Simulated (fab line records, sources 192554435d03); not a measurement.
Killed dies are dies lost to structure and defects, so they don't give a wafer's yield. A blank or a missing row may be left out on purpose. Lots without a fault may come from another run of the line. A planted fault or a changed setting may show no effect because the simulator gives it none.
Split-lot experiment | flow n5_finfet | 7 lots, 21 wafers read, on a route of 1938 steps

THE SPLIT
At N5_HKMG_FIN_ETCH_55 (etches SOC in N2/H2, target depth 240 nm, time 300 s), the setting bias_w was moved away from the recipe's 150 W on 7 of the 21 wafers read, by -12.7% to +16.2%. The other wafers ran this setting at the recipe's value.

The reading is taken at the split's own step.

THE READING
rf_vpp_V, in V, at N5_HKMG_FIN_ETCH_55 (etches SOC in N2/H2, target depth 240 nm, time 300 s). Fault-free wafers of this fab line usually give 524.4 V, standard deviation 1.7 V.

wafer  | tool, chamber at the split | bias_w as run, W | against the recipe | rf_vpp_V, V | against lot-mates on the recipe
L079.1 | rie_diel-04, 2             | 150              | recipe             | 524.1       | -
L079.2 | rie_diel-04, 1             | 150              | recipe             | 525.6       | -
L079.3 | rie_diel-04, 0             | 150              | recipe             | 523.8       | -
L083.1 | rie_diel-05, 2             | 138.4            | -7.7%              | 497.5       | -25.9
L083.3 | rie_diel-05, 1             | 150              | recipe             | 523.4       | -
L083.6 | rie_diel-05, 1             | 138.4            | -7.7%              | 496.0       | -27.4
L085.1 | rie_diel-05, 0             | 174.3            | +16.2%             | 576.9       | +50.8
L085.5 | rie_diel-05, 3             | 150              | recipe             | 526.1       | -
L085.6 | rie_diel-05, 0             | 174.3            | +16.2%             | 576.1       | +50.0
L086.2 | rie_diel-04, 2             | 150              | recipe             | 523.2       | -
L086.4 | rie_diel-04, 0             | 150              | recipe             | 523.0       | -
L086.6 | rie_diel-04, 2             | 150              | recipe             | 523.2       | -
L089.1 | rie_diel-04, 0             | 150              | recipe             | 524.5       | -
L089.3 | rie_diel-04, 1             | 150              | recipe             | 525.0       | -
L089.5 | rie_diel-04, 2             | 150              | recipe             | 524.3       | -
L093.1 | rie_diel-05, 2             | 131              | -12.7%             | 479.8       | -42.2
L093.4 | rie_diel-05, 1             | 150              | recipe             | 521.2       | -
L093.6 | rie_diel-05, 1             | 150              | recipe             | 522.7       | -
L096.1 | rie_diel-02, 0             | 150              | recipe             | 523.2       | -
L096.3 | rie_diel-02, 2             | 171.7            | +14.5%             | 570.1       | +46.9
L096.5 | rie_diel-02, 3             | 171.7            | +14.5%             | 572.9       | +49.7

THE FIT
A straight line over all 21 wafers: rf_vpp_V changes by +3.33 V for each +1% of bias_w; r = +1.00; the points scatter about the line by 1.3 V.
The same after taking each lot's own level away (the mean of its wafers on the recipe; 21 wafers): +3.26 V for each +1%; r = +1.00; scatter 1.2 V.
On that fit, the largest move of bias_w shifts the reading by 53 V.
The lots' own levels span 521.95 to 526.10 V, that is 2.4 times the standard deviation above.
So the lot-to-lot level changes the slope little: the two slopes agree.
Check: with one of the wafers moved furthest among these (+16.2%) left out of the fit, the line predicts +53 V for it against its lot-mates. It came out at +50.8 V against them.
Tool readings at the split's step, against how far the setting was moved: rf_vpp_V r = +1.00.

OTHER SPLITS ON THESE WAFERS
These wafers also went through other splits before the reading. Each is held against what the fit with the lots' levels taken away leaves over:
other split on the same wafers | wafers away from the commonest value | r with rf_vpp_V (lot level and that fit taken away)
N5_FIN_CUT_COAT_19 spin_rpm    | 5                                    | +0.11
N5_SPACER0_ALD_00 ald_cycles   | 6                                    | -0.38
N5_SD_EPI_P_COAT_34 spin_rpm   | 8                                    | +0.02
N5_HKMG_FIN_ETCH_54 source_w   | 6                                    | -0.18

THE WHOLE CHAIN: every reading that the file lists as answering this split, in the file's order
step                | what it does                                         | reading                                                                           | change (the file's fit)               | r (the file's)
N5_HKMG_FIN_ETCH_55 | etches SOC in N2/H2, target depth 240 nm, time 300 s | rf_vpp_V                                                                          | +3.26 V for each +1% of the setting   | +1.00
N5_HKMG_FIN_ETCH_55 | etches SOC in N2/H2, target depth 240 nm, time 300 s | HKMG_FIN.feature_depth_nm (the simulator's own value, which no gauge read)        | +1.39 nm for each +1% of the setting  | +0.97
N5_HKMG_FIN_ETCH_55 | etches SOC in N2/H2, target depth 240 nm, time 300 s | etch.depth_nm (the simulator's own value, which no gauge read)                    | +1.4 nm for each +1% of the setting   | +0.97
N5_HKMG_FIN_ETCH_55 | etches SOC in N2/H2, target depth 240 nm, time 300 s | SiARC_of_HKMG_FIN_COAT_42.thk_nm (the simulator's own value, which no gauge read) | -0.186 nm for each +1% of the setting | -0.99

THE FILE'S OWN FIT
rf_vpp_V changes by +3.26 V for each +1% of bias_w, r = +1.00.
